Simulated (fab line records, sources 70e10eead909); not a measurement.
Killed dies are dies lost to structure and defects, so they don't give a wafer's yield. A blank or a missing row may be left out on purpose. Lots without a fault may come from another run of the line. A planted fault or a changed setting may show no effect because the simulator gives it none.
Chamber matching | flow nand_harc | NHARC_A_M0_ETCH_15 on rie_diel-13: 4 sister chambers
The step etches the open film in C4F8/Ar, target depth 150 nm, overetch 15 nm, time 82.5 s. 16 wafers are shown with their chamber, then 8 later ones without.

WAFERS WITH THEIR CHAMBER
wafer  | chamber | rf_vpp_V (V) | oes_product_au (a.u.) | chamber_pressure_mTorr (mTorr)
L493.1 | 3       | 437          | 0.922                 | 25.034
L493.2 | 2       | 444          | 0.926                 | 25.007
L493.5 | 2       | 445          | 0.927                 | 24.999
L497.2 | 1       | 444          | 0.924                 | 24.990
L497.3 | 2       | 445          | 0.920                 | 25.031
L497.5 | 0       | 442          | 0.896                 | 25.030
L495.2 | 0       | 442          | 0.912                 | 25.002
L495.4 | 1       | 445          | 0.927                 | 25.009
L495.5 | 3       | 438          | 0.916                 | 25.020
L498.2 | 3       | 436          | 0.910                 | 24.985
L498.3 | 0       | 443          | 0.900                 | 25.016
L498.6 | 1       | 444          | 0.917                 | 25.011
L503.1 | 0       | 443          | 0.910                 | 25.012
L503.2 | 2       | 443          | 0.924                 | 25.039
L503.6 | 3       | 437          | 0.928                 | 24.965
L504.1 | 2       | 444          | 0.973                 | 24.956

SIGNATURES (means of the wafers above)
reading                | chamber 0 | chamber 1 | chamber 2 | chamber 3 | scatter within a chamber
rf_vpp_V               | 442.50    | 444.33    | 444.20    | 437.00    | 0.734
oes_product_au         | 0.90450   | 0.92267   | 0.93400   | 0.91900   | 0.014
chamber_pressure_mTorr | 25.01500  | 25.00333  | 25.00640  | 25.00100  | 0.0257
Rule: a wafer's distance from a chamber is the root of the sum, over the readings, of the square of ((its reading less the chamber's mean) divided by the reading's scatter). The wafer belongs to the nearest chamber; if the next one is less than 2 further off, it can't be placed. The scatter: the root of (the sum of the squares of (reading less its chamber's mean) over the shown wafers, divided by (wafers less chambers)).

WAFERS WITHOUT THEIR CHAMBER
wafer  | rf_vpp_V (V) | oes_product_au (a.u.) | chamber_pressure_mTorr (mTorr)
L504.4 | 441          | 0.952                 | 25.008
L504.5 | 436          | 0.942                 | 25.010
L507.2 | 445          | 0.987                 | 25.016
L507.3 | 437          | 0.856                 | 25.025
L507.6 | 445          | 0.970                 | 25.047
L512.1 | 445          | 0.865                 | 24.985
L512.2 | 442          | 0.959                 | 24.995
L512.6 | 444          | 0.959                 | 24.973

WHICH CHAMBER EACH WENT THROUGH
wafer  | from the rows above               | in truth
L504.4 | can't be placed: 0 or 2 or 1 or 3 | 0
L504.5 | 3                                 | 3
L507.2 | can't be placed: 2 or 1           | 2
L507.3 | 3                                 | 3
L507.6 | can't be placed: 2 or 1           | 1
L512.1 | can't be placed: 1 or 0 or 2      | 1
L512.2 | can't be placed: 2 or 0 or 1      | 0
L512.6 | can't be placed: 2 or 1           | 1
Placed correctly: 2 of 8. Can't be placed from these rows: 6 (the true chamber is among the candidates in 6). Placed wrongly: 0.
